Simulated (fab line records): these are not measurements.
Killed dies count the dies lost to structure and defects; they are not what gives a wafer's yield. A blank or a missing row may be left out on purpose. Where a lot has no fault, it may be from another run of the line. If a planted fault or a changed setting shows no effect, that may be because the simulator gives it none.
Matching of chambers / flow n5_finfet / N5_SD_EPI_P_ETCH_36 on rie_diel-02 has 4 sister chambers
The step etches SiARC in CF4, target depth 45.5 nm, time 75.8 s. 30 wafers are shown with their chamber, then 12 later ones without.

WAFERS WITH THEIR CHAMBER
wafer=L074.1; chamber=3; showerhead_plenum_p_Torr (Torr)=2.10; drypump_motor_current_A (A)=5.8; throttle_valve_pct (%)=15.84
wafer=L074.3; chamber=2; showerhead_plenum_p_Torr (Torr)=2.24; drypump_motor_current_A (A)=6.0; throttle_valve_pct (%)=15.65
wafer=L074.5; chamber=3; showerhead_plenum_p_Torr (Torr)=2.09; drypump_motor_current_A (A)=5.8; throttle_valve_pct (%)=15.88
wafer=L075.2; chamber=3; showerhead_plenum_p_Torr (Torr)=2.09; drypump_motor_current_A (A)=5.8; throttle_valve_pct (%)=15.84
wafer=L075.3; chamber=1; showerhead_plenum_p_Torr (Torr)=2.20; drypump_motor_current_A (A)=6.3; throttle_valve_pct (%)=15.74
wafer=L075.6; chamber=0; showerhead_plenum_p_Torr (Torr)=2.11; drypump_motor_current_A (A)=5.7; throttle_valve_pct (%)=15.83
wafer=L079.1; chamber=3; showerhead_plenum_p_Torr (Torr)=2.09; drypump_motor_current_A (A)=5.8; throttle_valve_pct (%)=15.87
wafer=L079.3; chamber=0; showerhead_plenum_p_Torr (Torr)=2.11; drypump_motor_current_A (A)=5.7; throttle_valve_pct (%)=15.85
wafer=L079.5; chamber=2; showerhead_plenum_p_Torr (Torr)=2.24; drypump_motor_current_A (A)=6.0; throttle_valve_pct (%)=15.67
wafer=L084.2; chamber=3; showerhead_plenum_p_Torr (Torr)=2.09; drypump_motor_current_A (A)=5.8; throttle_valve_pct (%)=15.89
wafer=L084.4; chamber=2; showerhead_plenum_p_Torr (Torr)=2.24; drypump_motor_current_A (A)=6.0; throttle_valve_pct (%)=15.69
wafer=L084.5; chamber=3; showerhead_plenum_p_Torr (Torr)=2.09; drypump_motor_current_A (A)=5.8; throttle_valve_pct (%)=15.89
wafer=L085.2; chamber=1; showerhead_plenum_p_Torr (Torr)=2.19; drypump_motor_current_A (A)=6.4; throttle_valve_pct (%)=15.28
wafer=L085.3; chamber=2; showerhead_plenum_p_Torr (Torr)=2.23; drypump_motor_current_A (A)=6.0; throttle_valve_pct (%)=15.69
wafer=L085.4; chamber=0; showerhead_plenum_p_Torr (Torr)=2.11; drypump_motor_current_A (A)=5.7; throttle_valve_pct (%)=15.36
wafer=L086.2; chamber=2; showerhead_plenum_p_Torr (Torr)=2.23; drypump_motor_current_A (A)=6.0; throttle_valve_pct (%)=15.69
wafer=L086.3; chamber=3; showerhead_plenum_p_Torr (Torr)=2.09; drypump_motor_current_A (A)=5.8; throttle_valve_pct (%)=15.91
wafer=L086.4; chamber=1; showerhead_plenum_p_Torr (Torr)=2.19; drypump_motor_current_A (A)=6.3; throttle_valve_pct (%)=15.29
wafer=L087.1; chamber=3; showerhead_plenum_p_Torr (Torr)=2.09; drypump_motor_current_A (A)=5.8; throttle_valve_pct (%)=15.89
wafer=L087.4; chamber=0; showerhead_plenum_p_Torr (Torr)=2.10; drypump_motor_current_A (A)=5.6; throttle_valve_pct (%)=15.37
wafer=L087.6; chamber=2; showerhead_plenum_p_Torr (Torr)=2.23; drypump_motor_current_A (A)=6.0; throttle_valve_pct (%)=15.69
wafer=L088.1; chamber=2; showerhead_plenum_p_Torr (Torr)=2.23; drypump_motor_current_A (A)=6.0; throttle_valve_pct (%)=15.70
wafer=L088.2; chamber=0; showerhead_plenum_p_Torr (Torr)=2.10; drypump_motor_current_A (A)=5.6; throttle_valve_pct (%)=15.36
wafer=L088.4; chamber=1; showerhead_plenum_p_Torr (Torr)=2.19; drypump_motor_current_A (A)=6.3; throttle_valve_pct (%)=15.28
wafer=L091.1; chamber=0; showerhead_plenum_p_Torr (Torr)=2.10; drypump_motor_current_A (A)=5.6; throttle_valve_pct (%)=15.39
wafer=L091.3; chamber=1; showerhead_plenum_p_Torr (Torr)=2.19; drypump_motor_current_A (A)=6.4; throttle_valve_pct (%)=15.29
wafer=L091.6; chamber=1; showerhead_plenum_p_Torr (Torr)=2.19; drypump_motor_current_A (A)=6.3; throttle_valve_pct (%)=15.32
wafer=L092.1; chamber=1; showerhead_plenum_p_Torr (Torr)=2.19; drypump_motor_current_A (A)=6.3; throttle_valve_pct (%)=15.30
wafer=L092.2; chamber=3; showerhead_plenum_p_Torr (Torr)=2.08; drypump_motor_current_A (A)=5.8; throttle_valve_pct (%)=15.93
wafer=L092.6; chamber=3; showerhead_plenum_p_Torr (Torr)=2.08; drypump_motor_current_A (A)=5.8; throttle_valve_pct (%)=15.92

SIGNATURES (means of the wafers above)
reading=showerhead_plenum_p_Torr; chamber 0=2.1050; chamber 1=2.1914; chamber 2=2.2343; chamber 3=2.0890; scatter within a chamber=0.00518
reading=drypump_motor_current_A; chamber 0=5.650; chamber 1=6.329; chamber 2=6.000; chamber 3=5.800; scatter within a chamber=0.0336
reading=throttle_valve_pct; chamber 0=15.5267; chamber 1=15.3571; chamber 2=15.6829; chamber 3=15.8860; scatter within a chamber=0.136
Rule: distance of a wafer from a chamber = root of the sum over the readings of ((wafer's reading minus chamber's mean) / reading's scatter) squared. If the next closest chamber is less than 2 further off than the closest, the wafer can't be placed; otherwise it belongs to the closest. The scatter: the root of (the sum of the squares of (reading less its chamber's mean) over the shown wafers, divided by (wafers less chambers)).

WAFERS WITHOUT THEIR CHAMBER
wafer=L094.1; showerhead_plenum_p_Torr (Torr)=2.08; drypump_motor_current_A (A)=5.8; throttle_valve_pct (%)=15.94
wafer=L094.2; showerhead_plenum_p_Torr (Torr)=2.10; drypump_motor_current_A (A)=5.6; throttle_valve_pct (%)=15.39
wafer=L094.3; showerhead_plenum_p_Torr (Torr)=2.23; drypump_motor_current_A (A)=6.0; throttle_valve_pct (%)=15.70
wafer=L095.4; showerhead_plenum_p_Torr (Torr)=2.10; drypump_motor_current_A (A)=5.6; throttle_valve_pct (%)=15.40
wafer=L095.5; showerhead_plenum_p_Torr (Torr)=2.08; drypump_motor_current_A (A)=5.8; throttle_valve_pct (%)=15.93
wafer=L095.6; showerhead_plenum_p_Torr (Torr)=2.23; drypump_motor_current_A (A)=6.0; throttle_valve_pct (%)=15.71
wafer=L096.2; showerhead_plenum_p_Torr (Torr)=2.19; drypump_motor_current_A (A)=6.3; throttle_valve_pct (%)=15.31
wafer=L096.3; showerhead_plenum_p_Torr (Torr)=2.08; drypump_motor_current_A (A)=5.8; throttle_valve_pct (%)=15.92
wafer=L096.6; showerhead_plenum_p_Torr (Torr)=2.19; drypump_motor_current_A (A)=6.3; throttle_valve_pct (%)=15.31
wafer=L097.1; showerhead_plenum_p_Torr (Torr)=2.23; drypump_motor_current_A (A)=6.0; throttle_valve_pct (%)=15.74
wafer=L097.2; showerhead_plenum_p_Torr (Torr)=2.10; drypump_motor_current_A (A)=5.7; throttle_valve_pct (%)=15.39
wafer=L097.5; showerhead_plenum_p_Torr (Torr)=2.10; drypump_motor_current_A (A)=5.7; throttle_valve_pct (%)=15.40

WHICH CHAMBER EACH ONE RAN IN
wafer=L094.1; from the rows above=3; in truth=3
wafer=L094.2; from the rows above=0; in truth=0
wafer=L094.3; from the rows above=2; in truth=2
wafer=L095.4; from the rows above=0; in truth=0
wafer=L095.5; from the rows above=3; in truth=3
wafer=L095.6; from the rows above=2; in truth=2
wafer=L096.2; from the rows above=1; in truth=1
wafer=L096.3; from the rows above=3; in truth=3
wafer=L096.6; from the rows above=1; in truth=1
wafer=L097.1; from the rows above=2; in truth=2
wafer=L097.2; from the rows above=0; in truth=0
wafer=L097.5; from the rows above=0; in truth=0
12 of 12 placed correctly. Left unplaced by these rows: 0. Placed wrongly: 0.
